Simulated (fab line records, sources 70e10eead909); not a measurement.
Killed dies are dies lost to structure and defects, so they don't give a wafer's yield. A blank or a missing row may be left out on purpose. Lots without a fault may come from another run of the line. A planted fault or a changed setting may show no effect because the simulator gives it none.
Which tool did it? | flow nand_harc | 13 lots, 39 wafers sampled, at 5 steps of a route of 1159

WHAT THE GAUGES READ, wafer by wafer
NHARC_END_SORT_01. Usual: killed_at_array 27, standard deviation 11; killed_at_other 0.6, standard deviation 0.89; killed_at_periphery 3.0, standard deviation 2.4; killed_dies 31, standard deviation 12; killed_open 3.2, standard deviation 1.6; killed_short 2.0, standard deviation 1.5.
lot  | measured     | on        | killed_at_array | killed_at_other | killed_at_periphery | killed_dies | killed_open | killed_short | flag
L486 | day 24 11:31 | prober-02 | 140 121 97      | 1 1 0           | 0 4 1               | 141 126 98  | 1 4 0       | 1 0 2        | OFF
L484 | day 24 11:31 | prober-01 | 86 132 144      | 1 0 2           | 3 7 3               | 90 139 149  | 1 2 1       | 2 0 2        | OFF

WHICH TOOL RAN EACH LOT (tool, then ch and the chambers of the sampled wafers, then the start)
lot  | NHARC_A_STAIRCASE_PRECLEAN_256      | NHARC_THIN_TSV_CMP_01         | NHARC_THIN_TSV_DESCUM_14           | NHARC_THIN_TSV_ETCH_44
L463 | wet_bench-05 ch 1,5,6, day 11 00:57 | cmp-03 ch 0,1,2, day 19 00:34 | rie_diel-10 ch 0,1,2, day 19 02:06 | rie_diel-10 ch 0,1,2, day 19 02:14
L464 | wet_bench-05 ch 0,1,6, day 11 12:56 | cmp-01 ch 1,3, day 19 02:59   | rie_diel-04 ch 0,1, day 19 04:26   | rie_diel-04 ch 0,3, day 19 04:37
L465 | wet_bench-02 ch 0,2,7, day 11 13:32 | cmp-03 ch 0,2,3, day 18 22:09 | rie_diel-10 ch 0,1, day 18 23:38   | rie_diel-10 ch 2,3, day 18 23:43
L467 | wet_bench-05 ch 0,2,7, day 11 23:25 | cmp-01 ch 0,3, day 19 05:49   | rie_diel-10 ch 1,2,3, day 19 07:18 | rie_diel-10 ch 1,2,3, day 19 07:29
L466 | wet_bench-06 ch 3,4,5, day 12 00:11 | cmp-01 ch 0,2,3, day 19 04:10 | rie_diel-04 ch 1,3, day 19 05:39   | rie_diel-04 ch 0,1,2, day 19 05:46
L468 | wet_bench-06 ch 2,6,7, day 12 11:18 | cmp-02 ch 2,3, day 19 19:04   | rie_diel-11 ch 0,2,3, day 19 20:26 | rie_diel-11 ch 1,2,3, day 19 20:31
L470 | wet_bench-05 ch 0,2,5, day 12 20:30 | cmp-03 ch 0,2,3, day 20 01:10 | rie_diel-04 ch 0,1,3, day 20 02:37 | rie_diel-04 ch 0,1,2, day 20 02:41
L473 | wet_bench-06 ch 2,3,4, day 13 12:04 | cmp-03 ch 0,2,3, day 21 03:11 | rie_diel-11 ch 1,2,3, day 21 04:41 | rie_diel-11 ch 0,1,2, day 21 04:46
L476 | wet_bench-02 ch 5,6,7, day 14 13:22 | cmp-02 ch 0,2, day 21 08:57   | rie_diel-10 ch 2,3, day 21 10:26   | rie_diel-10 ch 1,3, day 21 10:34
L474 | wet_bench-02 ch 1,2,3, day 14 20:52 | cmp-02 ch 1,3, day 22 02:51   | rie_diel-11 ch 0,1,3, day 22 04:18 | rie_diel-11 ch 0,1,2, day 22 04:29
L480 | wet_bench-02 ch 0,2,4, day 15 14:33 | cmp-01 ch 1,3, day 23 04:37   | rie_diel-11 ch 1,3, day 23 05:58   | rie_diel-11 ch 1,3, day 23 06:03
L486 | wet_bench-02 ch 5,6,7, day 16 13:34 | cmp-02 ch 1,2, day 23 19:29   | rie_diel-10 ch 0,1, day 23 20:50   | rie_diel-10 ch 0,3, day 23 20:55
L484 | wet_bench-02 ch 1,2,4, day 17 03:59 | cmp-02 ch 0,1,3, day 23 20:44 | rie_diel-10 ch 0,1,2, day 23 22:02 | rie_diel-10 ch 1,2, day 23 22:07
- NHARC_A_STAIRCASE_PRECLEAN_256: cleans in SC1.
- NHARC_THIN_TSV_CMP_01: polishes.
- NHARC_THIN_TSV_DESCUM_14: chemistry O2, time 3 s.
- NHARC_THIN_TSV_ETCH_44: etches the open film in CF4/O2, target depth 1594.2 nm, time 797.1 s.

WHAT THE TOOLS THEMSELVES READ (means of the sampled wafers that have a number; where no wafer has one, the mark that the record gives instead)
NHARC_THIN_TSV_CMP_01. Usual: motor_current_A 11.6 A, standard deviation 1.1.
lot  | tool   | motor_current_A (A) | flag
L463 | cmp-03 | 12.0                |
L464 | cmp-01 | 12.4                |
L465 | cmp-03 | 11.9                |
L467 | cmp-01 | 11.7                |
L466 | cmp-01 | 11.6                |
L468 | cmp-02 | 10.8                |
L470 | cmp-03 | 12.3                |
L473 | cmp-03 | 12.2                |
L476 | cmp-02 | 11.7                |
L474 | cmp-02 | 10.8                |
L480 | cmp-01 | 12.3                |
L486 | cmp-02 | 11.4                |
L484 | cmp-02 | 11.8                |

NHARC_THIN_TSV_DESCUM_14. Usual: drypump_motor_current_A 5.7 A, standard deviation 0.38; oes_product_au 0.999 a.u., standard deviation 0.0089; rf_vpp_V 57.8 V, standard deviation 0.91; showerhead_plenum_p_Torr 1.91 Torr, standard deviation 0.085; throttle_valve_pct 11.311 %, standard deviation 0.0093.
lot  | tool        | drypump_motor_current_A (A) | oes_product_au (a.u.) | rf_vpp_V (V) | showerhead_plenum_p_Torr (Torr) | throttle_valve_pct (%) | flag
L463 | rie_diel-10 | 5.4                         | 1.002                 | 58.1         | 1.97                            | 11.311                 |
L464 | rie_diel-04 | 6.0                         | 1.010                 | 57.9         | 1.91                            | 11.308                 |
L465 | rie_diel-10 | 5.3                         | 0.999                 | 57.5         | 2.04                            | 11.312                 |
L467 | rie_diel-10 | 5.5                         | 1.004                 | 58.4         | 1.91                            | 11.308                 |
L466 | rie_diel-04 | 5.9                         | 1.004                 | 58.1         | 1.89                            | 11.321                 |
L468 | rie_diel-11 | 6.1                         | 0.993                 | 57.8         | 1.90                            | 11.308                 |
L470 | rie_diel-04 | 5.7                         | 0.991                 | 58.5         | 1.86                            | 11.307                 |
L473 | rie_diel-11 | 5.8                         | 0.994                 | 58.7         | 1.94                            | 11.298                 |
L476 | rie_diel-10 | 5.5                         | 1.003                 | 57.2         | 1.84                            | 11.312                 |
L474 | rie_diel-11 | 6.0                         | 0.993                 | 57.3         | 1.89                            | 11.318                 |
L480 | rie_diel-11 | 5.7                         | 0.997                 | 58.3         | 1.93                            | 11.312                 |
L486 | rie_diel-10 | 5.3                         | 1.000                 | 57.4         | 2.04                            | 11.311                 |
L484 | rie_diel-10 | 5.4                         | 1.008                 | 57.9         | 1.97                            | 11.316                 |

NHARC_THIN_TSV_ETCH_44. Usual: drypump_motor_current_A 5.7 A, standard deviation 0.37; oes_product_au 1.001 a.u., standard deviation 0.0097; rf_vpp_V 794 V, standard deviation 4.6; showerhead_plenum_p_Torr 1.83 Torr, standard deviation 0.074; throttle_valve_pct 16.913 %, standard deviation 0.0098.
lot  | tool        | drypump_motor_current_A (A) | oes_product_au (a.u.) | rf_vpp_V (V) | showerhead_plenum_p_Torr (Torr) | throttle_valve_pct (%) | flag
L463 | rie_diel-10 | 5.4                         | 0.996                 | 798          | 1.89                            | 16.903                 |
L464 | rie_diel-04 | 5.5                         | 1.009                 | 789          | 1.76                            | 16.913                 |
L465 | rie_diel-10 | 5.5                         | 1.001                 | 791          | 1.77                            | 16.911                 |
L467 | rie_diel-10 | 5.4                         | 1.006                 | 794          | 1.83                            | 16.905                 |
L466 | rie_diel-04 | 5.8                         | 1.007                 | 793          | 1.80                            | 16.909                 |
L468 | rie_diel-11 | 5.8                         | 0.995                 | 796          | 1.86                            | 16.915                 |
L470 | rie_diel-04 | 5.8                         | 1.017                 | 792          | 1.80                            | 16.925                 |
L473 | rie_diel-11 | 6.0                         | 0.992                 | 793          | 1.82                            | 16.911                 |
L476 | rie_diel-10 | 5.5                         | 1.002                 | 795          | 1.83                            | 16.912                 |
L474 | rie_diel-11 | 6.0                         | 1.005                 | 794          | 1.82                            | 16.904                 |
L480 | rie_diel-11 | 5.8                         | 0.981                 | 795          | 1.85                            | 16.922                 |
L486 | rie_diel-10 | 5.3                         | 1.008                 | 797          | 1.89                            | 16.912                 |
L484 | rie_diel-10 | 5.4                         | 1.011                 | 797          | 1.89                            | 16.910                 |

THE ANSWER, worked out from the rows above alone
Rule: a lot is off if the mean of its wafers that have a number lies more than 3 standard deviations from the usual mean. A lot without any number at a reading at which 4 lots or more have one is off too. The other lots that the step has rows for count as sound. The gauges are gone through in route order, then the tools' own readings, and for those a lot's mean is taken as printed above. The first step at which some lot is off is used, and at that step the reading that is off furthest; a lot without a number counts as furthest.
Off: L486, L484, at NHARC_END_SORT_01 (killed_at_array). Neither off nor sound, because the step has no rows for them: L463, L464, L465, L467, L466, L468, L470, L473, L476, L474, L480.
A tool fits if, at a process step before that reading, it ran every lot that is off, and no sound lot after the first of them. The gauges at NHARC_END_SORT_01 are tried like those tools. Can't be told from this: 3 tools fit, wet_bench-02 at NHARC_A_STAIRCASE_PRECLEAN_256, cmp-02 at NHARC_THIN_TSV_CMP_01, rie_diel-10 at NHARC_THIN_TSV_DESCUM_14 and NHARC_THIN_TSV_ETCH_44.

WHAT THE SIMULATOR HAD PUT IN
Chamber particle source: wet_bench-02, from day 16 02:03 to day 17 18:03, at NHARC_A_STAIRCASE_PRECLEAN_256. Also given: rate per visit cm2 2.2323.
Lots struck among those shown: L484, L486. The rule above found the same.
